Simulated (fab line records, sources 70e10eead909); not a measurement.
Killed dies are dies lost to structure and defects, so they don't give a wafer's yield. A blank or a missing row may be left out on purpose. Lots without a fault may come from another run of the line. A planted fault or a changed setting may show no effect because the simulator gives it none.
Which tool did it? | flow nand_harc | 11 lots, 33 wafers sampled, at 6 steps of a route of 1302

WHAT THE GAUGES READ, wafer by wafer
NHARC_A_CHANNEL_HOLE_D2_INSPECT_40. Usual: raw_defect_count 283, standard deviation 100.
lot  | measured     | on                | raw_defect_count | flag
L195 | day 14 03:03 | defect_inspect-02 | 277 470 235      |
L197 | day 14 14:21 | defect_inspect-01 | 415 413 275      |
L198 | day 15 04:35 | defect_inspect-01 | 403 455 482      |
L200 | day 15 22:08 | defect_inspect-01 | 221 120 135      |
L202 | day 16 06:06 | defect_inspect-02 | 208 253 212      |
L201 | day 16 08:38 | defect_inspect-02 | 301 261 346      |
L205 | day 17 19:44 | defect_inspect-02 | 205 273 209      |
L207 | day 19 08:15 | defect_inspect-02 | 217 244 205      |
L209 | day 19 12:17 | defect_inspect-02 | 648 651 553      | OFF
L208 | day 20 01:36 | defect_inspect-01 | 652 661 625      | OFF
L210 | day 20 09:50 | defect_inspect-01 | 711 663 704      | OFF

NHARC_END_SORT_01. Usual: killed_at_array 58, standard deviation 15; killed_at_other 0.8, standard deviation 1.2; killed_at_periphery 3.5, standard deviation 2.5; killed_dies 62, standard deviation 15; killed_open 3.2, standard deviation 1.7; killed_short 2.4, standard deviation 1.5.
lot  | measured     | on        | killed_at_array | killed_at_other | killed_at_periphery | killed_dies | killed_open | killed_short | flag
L198 | day 25 19:09 | prober-02 | 86 72 80        | 1 2 2           | 1 4 4               | 88 78 86    | 2 0 3       | 0 3 1        |
L209 | day 30 11:59 | prober-01 | 102 136 129     | 1 0 1           | 2 2 2               | 105 138 132 | 7 4 7       | 1 3 1        | OFF
L208 | day 31 03:28 | prober-01 | 109 98 109      | 4 1 2           | 2 2 2               | 115 101 113 | 6 2 3       | 2 2 3        | OFF
L210 | day 31 04:17 | prober-02 | 104 125 99      | 1 2 1           | 1 0 2               | 106 127 102 | 0 3 3       | 1 0 4        | OFF

WHICH TOOL RAN EACH LOT (tool, then ch and the chambers of the sampled wafers, then the start)
lot  | NHARC_A_CHANNEL_HOLE_D2_ETCH_19  | NHARC_A_CHANNEL_HOLE_D2_ETCH_44    | NHARC_A_CHANNEL_HOLE_D2_XSEM_32 | NHARC_A_CHANNEL_FILL_D2_ALD_14
L195 | har_etch-02 ch 0,1, day 13 21:20 | rie_diel-08 ch 1,2, day 14 02:04   | xsem-02 ch 0, day 14 02:58      | ald_hk-01 ch 0,1, day 14 09:47
L197 | har_etch-02 ch 0,1, day 14 08:39 | rie_diel-06 ch 1,2,3, day 14 13:22 | xsem-02 ch 0, day 14 14:15      | ald_hk-01 ch 0,3, day 14 21:32
L198 | har_etch-02 ch 0,1, day 14 22:54 | rie_diel-10 ch 0,3, day 15 03:37   | xsem-01 ch 0, day 15 04:29      | ald_hk-04 ch 0,2,3, day 15 11:50
L200 | har_etch-01 ch 0,1, day 15 16:23 | rie_diel-10 ch 0,2,3, day 15 21:09 | xsem-02 ch 0, day 15 22:02      | ald_hk-01 ch 1,2,3, day 16 05:21
L202 | har_etch-01 ch 0,1, day 16 00:24 | rie_diel-10 ch 0,2,3, day 16 05:07 | xsem-02 ch 0, day 16 06:00      | ald_hk-04 ch 0,2,3, day 16 13:23
L201 | har_etch-02 ch 0,1, day 16 02:57 | rie_diel-06 ch 1,2,3, day 16 07:40 | xsem-01 ch 0, day 16 08:32      | ald_hk-01 ch 0,2,3, day 16 13:25
L205 | har_etch-02 ch 0,1, day 17 14:02 | rie_diel-10 ch 0,1,3, day 17 18:45 | xsem-01 ch 0, day 17 19:38      | ald_hk-02 ch 0,2,3, day 18 03:31
L207 | har_etch-02 ch 0,1, day 19 02:25 | rie_diel-10 ch 0,1,3, day 19 07:10 | xsem-01 ch 0, day 19 08:10      | ald_hk-04 ch 0,1,3, day 19 15:29
L209 | har_etch-02 ch 0,1, day 19 06:34 | rie_diel-08 ch 0,1,2, day 19 11:17 | xsem-02 ch 0, day 19 12:11      | ald_hk-01 ch 1,3, day 19 19:49
L208 | har_etch-02 ch 0,1, day 19 19:46 | rie_diel-08 ch 0,2,3, day 20 00:31 | xsem-01 ch 0, day 20 01:31      | ald_hk-01 ch 0,2,3, day 20 08:50
L210 | har_etch-02 ch 0,1, day 20 04:07 | rie_diel-10 ch 1,2,3, day 20 08:52 | xsem-01 ch 0, day 20 09:44      | ald_hk-02 ch 0,2,3, day 20 17:10
- NHARC_A_CHANNEL_HOLE_D2_ETCH_19: etches the open film in C4F8/O2/Ar, time 34.5 s.
- NHARC_A_CHANNEL_HOLE_D2_ETCH_44: etches the open film in CF4/O2, target depth 140 nm, overetch 14 nm, time 77 s.
- NHARC_A_CHANNEL_HOLE_D2_XSEM_32
- NHARC_A_CHANNEL_FILL_D2_ALD_14: deposits SiO2, target thk 2.5 nm, pulse time 10 s, ald cycles 25.

WHAT THE TOOLS THEMSELVES READ (means of the sampled wafers that have a number; where no wafer has one, the mark that the record gives instead)
NHARC_A_CHANNEL_HOLE_D2_ETCH_19. Usual: drypump_motor_current_A 5.62 A, standard deviation 0.14; showerhead_plenum_p_Torr 3.67 Torr, standard deviation 0.083; throttle_valve_pct 37.038 %, standard deviation 0.0087.
lot  | tool        | drypump_motor_current_A (A) | showerhead_plenum_p_Torr (Torr) | throttle_valve_pct (%) | flag
L195 | har_etch-02 | 5.67                        | 3.73                            | 37.032                 |
L197 | har_etch-02 | 5.71                        | 3.74                            | 37.038                 |
L198 | har_etch-02 | 5.64                        | 3.72                            | 37.039                 |
L200 | har_etch-01 | 5.47                        | 3.60                            | 37.041                 |
L202 | har_etch-01 | 5.58                        | 3.66                            | 37.034                 |
L201 | har_etch-02 | 5.71                        | 3.73                            | 37.028                 |
L205 | har_etch-02 | 5.72                        | 3.72                            | 37.035                 |
L207 | har_etch-02 | 5.65                        | 3.70                            | 37.036                 |
L209 | har_etch-02 | 5.67                        | 3.70                            | 37.048                 |
L208 | har_etch-02 | 5.66                        | 3.69                            | 37.037                 |
L210 | har_etch-02 | 5.65                        | 3.69                            | 37.039                 |

NHARC_A_CHANNEL_HOLE_D2_ETCH_44. Usual: drypump_motor_current_A 5.7 A, standard deviation 0.38; oes_ar_750_au 0.999 a.u., standard deviation 0.0043; oes_product_au 1.001 a.u., standard deviation 0.0068; rf_vpp_V 197.9 V, standard deviation 1.5; showerhead_plenum_p_Torr 1.34 Torr, standard deviation 0.06; throttle_valve_pct 13.397 %, standard deviation 0.0095.
lot  | tool        | drypump_motor_current_A (A) | oes_ar_750_au (a.u.) | oes_product_au (a.u.) | rf_vpp_V (V) | showerhead_plenum_p_Torr (Torr) | throttle_valve_pct (%) | flag
L195 | rie_diel-08 | 5.8                         | 0.997                | 1.014                 | 197.5        | 1.31                            | 13.402                 |
L197 | rie_diel-06 | 5.6                         | 0.999                | 0.998                 | 197.2        | 1.29                            | 13.400                 |
L198 | rie_diel-10 | 5.7                         | 1.000                | 1.002                 | 197.4        | 1.32                            | 13.394                 |
L200 | rie_diel-10 | 5.7                         | 0.998                | 1.005                 | 198.2        | 1.35                            | 13.391                 |
L202 | rie_diel-10 | 5.7                         | 0.999                | 1.000                 | 197.9        | 1.35                            | 13.401                 |
L201 | rie_diel-06 | 5.6                         | 0.999                | 0.999                 | 196.1        | 1.29                            | 13.402                 |
L205 | rie_diel-10 | 5.8                         | 1.002                | 0.997                 | 197.4        | 1.33                            | 13.403                 |
L207 | rie_diel-10 | 5.8                         | 0.999                | 1.005                 | 197.8        | 1.32                            | 13.395                 |
L209 | rie_diel-08 | 5.6                         | 0.997                | 0.998                 | 198.6        | 1.34                            | 13.397                 |
L208 | rie_diel-08 | 5.9                         | 0.999                | 1.003                 | 196.8        | 1.31                            | 13.394                 |
L210 | rie_diel-10 | 5.6                         | 1.000                | 1.008                 | 198.6        | 1.38                            | 13.397                 |

NHARC_A_CHANNEL_HOLE_D2_XSEM_32. Usual: bot_cd_nm 74.8 nm, standard deviation 1.1; bow_nm 8.59 nm, standard deviation 0.29; tilt_deg 0.09 degrees, standard deviation 0.042.
lot  | tool    | bot_cd_nm (nm) | bow_nm (nm) | tilt_deg (degrees) | flag
L195 | xsem-02 | 74.3           | 8.71        | 0.03               |
L197 | xsem-02 | 75.9           | 8.80        | 0.09               |
L198 | xsem-01 | 74.1           | 8.67        | 0.11               |
L200 | xsem-02 | 76.7           | 8.42        | 0.03               |
L202 | xsem-02 | 74.7           | 8.68        | 0.08               |
L201 | xsem-01 | 75.4           | 9.24        | 0.11               |
L205 | xsem-01 | 74.4           | 8.30        | 0.06               |
L207 | xsem-01 | 74.9           | 8.94        | 0.11               |
L209 | xsem-02 | 76.6           | 8.58        | 0.05               |
L208 | xsem-01 | 73.9           | 8.19        | 0.08               |
L210 | xsem-01 | 73.7           | 8.30        | 0.04               |

NHARC_A_CHANNEL_FILL_D2_ALD_14. Usual: heater_power_outer_w 274 W, standard deviation 29; heater_power_w 485 W, standard deviation 42; precursor_pulse_height_rel 1.002, standard deviation 0.021; susceptor_temp_C 300.01 C, standard deviation 0.22.
lot  | tool      | heater_power_outer_w (W) | heater_power_w (W) | precursor_pulse_height_rel | susceptor_temp_C (C) | flag
L195 | ald_hk-01 | 294                      | 522                | 0.990                      | 300.07               |
L197 | ald_hk-01 | 256                      | 462                | 1.002                      | 299.93               |
L198 | ald_hk-04 | 267                      | 463                | 1.014                      | 300.07               |
L200 | ald_hk-01 | 285                      | 515                | 0.999                      | 299.92               |
L202 | ald_hk-04 | 263                      | 464                | 0.986                      | 300.11               |
L201 | ald_hk-01 | 266                      | 478                | 0.985                      | 300.05               |
L205 | ald_hk-02 | 239                      | 452                | 0.996                      | 299.76               |
L207 | ald_hk-04 | 287                      | 488                | 1.011                      | 299.95               |
L209 | ald_hk-01 | 278                      | 483                | 1.008                      | 300.14               |
L208 | ald_hk-01 | 266                      | 494                | 1.024                      | 300.13               |
L210 | ald_hk-02 | 243                      | 447                | 0.999                      | 300.04               |

THE ANSWER, worked out from the rows above alone
Rule: a lot is off if the mean of its wafers that have a number lies more than 3 standard deviations from the usual mean. A lot without any number at a reading at which 4 lots or more have one is off too. The other lots that the step has rows for count as sound. The gauges are gone through in route order, then the tools' own readings, and for those a lot's mean is taken as printed above. The first step at which some lot is off is used, and at that step the reading that is off furthest; a lot without a number counts as furthest.
Off: L209, L208, L210, at NHARC_A_CHANNEL_HOLE_D2_INSPECT_40 (raw_defect_count).
A tool fits if, at a process step before that reading, it ran every lot that is off, and no sound lot after the first of them. The gauges at NHARC_A_CHANNEL_HOLE_D2_INSPECT_40 aren't tried: what is off there is off at NHARC_END_SORT_01 too, on other tools, and a gauge's error can't cause that. One fits: har_etch-02 at NHARC_A_CHANNEL_HOLE_D2_ETCH_19. Its last sound lot is L207 (day 19 02:25), its first lot that is off L209 (day 19 06:34): a fault that began between those two fits.

WHAT THE SIMULATOR HAD PUT IN
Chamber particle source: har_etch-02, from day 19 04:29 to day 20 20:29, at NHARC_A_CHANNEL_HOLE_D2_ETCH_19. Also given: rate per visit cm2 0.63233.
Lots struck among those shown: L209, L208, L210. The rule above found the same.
